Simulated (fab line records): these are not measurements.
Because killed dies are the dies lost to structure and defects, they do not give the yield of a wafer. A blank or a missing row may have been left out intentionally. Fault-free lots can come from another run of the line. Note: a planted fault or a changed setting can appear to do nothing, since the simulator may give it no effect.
Which tool did it? / flow n5_finfet / 11 lots, 33 wafers sampled, at 3 steps of a route of 1938

WHAT THE GAUGES READ, wafer by wafer
N5_HKMG_FIN_INSPECT_14: inspects for defects (macro).
lot=L075; measured=day 4 06:37; on=defect_inspect-01; raw_defect_count=2 3 3
lot=L077; measured=day 4 18:12; on=defect_inspect-01; raw_defect_count=1 2 4
lot=L079; measured=day 5 06:49; on=defect_inspect-01; raw_defect_count=1 3 0
lot=L081; measured=day 5 22:23; on=defect_inspect-01; raw_defect_count=2 3 1
lot=L083; measured=day 6 09:04; on=defect_inspect-01; raw_defect_count=2 1 2
lot=L085; measured=day 7 00:45; on=defect_inspect-01; raw_defect_count=0 0 0
lot=L088; measured=day 7 16:58; on=defect_inspect-01; raw_defect_count=3 4 2
lot=L092; measured=day 8 15:09; on=defect_inspect-02; raw_defect_count=1 1 5
lot=L093; measured=day 8 23:26; on=defect_inspect-02; raw_defect_count=0 1 2
lot=L095; measured=day 9 09:14; on=defect_inspect-02; raw_defect_count=3 0 0
lot=L097; measured=day 9 22:16; on=defect_inspect-01; raw_defect_count=4 3 1

WHICH TOOL RAN EACH LOT (tool, then ch and the chambers of the sampled wafers, then the start)
lot=L075; N5_HKMG_FIN_DESCUM_53=rie_diel-03 ch 0,1,2, day 4 03:16; N5_HKMG_FIN_STRIP_60=plasma_asher-01 ch 0,1, day 4 04:08
lot=L077; N5_HKMG_FIN_DESCUM_53=rie_diel-04 ch 2,3, day 4 14:58; N5_HKMG_FIN_STRIP_60=plasma_asher-01 ch 0,1, day 4 15:51
lot=L079; N5_HKMG_FIN_DESCUM_53=rie_diel-04 ch 1,2,3, day 5 03:31; N5_HKMG_FIN_STRIP_60=plasma_asher-01 ch 0,1, day 5 04:23
lot=L081; N5_HKMG_FIN_DESCUM_53=rie_diel-04 ch 0,1,2, day 5 19:02; N5_HKMG_FIN_STRIP_60=plasma_asher-02 ch 0,1, day 5 19:56
lot=L083; N5_HKMG_FIN_DESCUM_53=rie_diel-03 ch 1,2, day 6 05:44; N5_HKMG_FIN_STRIP_60=plasma_asher-02 ch 0,1, day 6 06:36
lot=L085; N5_HKMG_FIN_DESCUM_53=rie_diel-03 ch 2,3, day 6 21:24; N5_HKMG_FIN_STRIP_60=plasma_asher-02 ch 0,1, day 6 22:16
lot=L088; N5_HKMG_FIN_DESCUM_53=rie_diel-03 ch 0,2, day 7 13:34; N5_HKMG_FIN_STRIP_60=plasma_asher-01 ch 0,1, day 7 14:26
lot=L092; N5_HKMG_FIN_DESCUM_53=rie_diel-04 ch 0,2,3, day 8 11:49; N5_HKMG_FIN_STRIP_60=plasma_asher-02 ch 0,1, day 8 12:42
lot=L093; N5_HKMG_FIN_DESCUM_53=rie_diel-03 ch 2,3, day 8 20:01; N5_HKMG_FIN_STRIP_60=plasma_asher-02 ch 0,1, day 8 21:01
lot=L095; N5_HKMG_FIN_DESCUM_53=rie_diel-03 ch 0,1,3, day 9 05:53; N5_HKMG_FIN_STRIP_60=plasma_asher-01 ch 0, day 9 06:46
lot=L097; N5_HKMG_FIN_DESCUM_53=rie_diel-03 ch 0,1, day 9 18:55; N5_HKMG_FIN_STRIP_60=plasma_asher-02 ch 0,1, day 9 19:48
- N5_HKMG_FIN_DESCUM_53: chemistry O2, time 7.9 s.
- N5_HKMG_FIN_STRIP_60: strips in N2/H2, time 360 s.

THE ANSWER, worked out from the rows above alone
Rule: what is usual is taken from the lots themselves. The widest of any qualifying gaps counts: lots, ordered by their means at a reading, are off when they make up no more than a third of the lots, leave a main group of 4 or more, and stand apart from it by 3 or more times the standard deviation of that group's means. The tables above print the reading to a certain number of digits; a main group whose means all agree to those digits is not used. Also off: a lot with no number at a reading for which 4 or more lots have one. The other lots that the step has rows for count as sound.
Nothing can be told from this: no lot is off at any reading shown.

WHAT HAD BEEN PUT IN BY THE SIMULATOR
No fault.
